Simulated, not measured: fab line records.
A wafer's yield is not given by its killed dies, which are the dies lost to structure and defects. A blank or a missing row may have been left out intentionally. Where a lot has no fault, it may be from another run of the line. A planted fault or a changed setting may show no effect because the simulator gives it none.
Chamber matching | flow nand-harc | NHARC_A_CONTACT_ETCH_75 on rie-diel-11: 4 sister chambers
The step etches the open film in CF4, target depth 39 nm, time 65 s. 4 wafers are shown with their chamber, then 12 later ones without.

EACH WAFER AND ITS CHAMBER
wafer  | chamber | drypump-motor-current-A (A)
L087.4 | 0       | 6.0
L090.5 | 3       | 6.0
L091.1 | 1       | 6.6
L091.5 | 2       | 5.3

WAFERS MISSING THEIR CHAMBER
wafer  | drypump-motor-current-A (A)
L092.1 | 6.0
L092.3 | 6.5
L092.5 | 6.0
L093.1 | 6.0
L093.3 | 5.3
L093.4 | 6.6
L095.2 | 6.0
L095.4 | 5.3
L095.6 | 5.3
L097.2 | 5.3
L097.4 | 6.6
L097.6 | 5.3

THE CHAMBER EACH PASSED THROUGH
wafer  | from the rows above     | in truth
L092.1 | can't be placed: 0 or 3 | 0
L092.3 | 1                       | 1
L092.5 | can't be placed: 0 or 3 | 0
L093.1 | can't be placed: 0 or 3 | 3
L093.3 | 2                       | 2
L093.4 | 1                       | 1
L095.2 | can't be placed: 0 or 3 | 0
L095.4 | 2                       | 2
L095.6 | 2                       | 2
L097.2 | 2                       | 2
L097.4 | 1                       | 1
L097.6 | 2                       | 2
Placed correctly: 8 of 12. Not placeable from these rows: 4 (in 4, the candidates include the true chamber). Number placed wrongly: 0.
How it was worked out, from the rows above alone: a wafer's distance from a chamber is the root of the sum, over the readings, of the square of ((its reading less the chamber's mean) divided by the reading's scatter). If the next closest chamber is less than 2 further off than the closest, the wafer can't be placed; otherwise it belongs to the closest. The mean given for a chamber averages the wafers shown for that chamber. The scatter: root of mean squared gap, hidden wafer to nearest shown wafer, with one shown wafer a chamber.
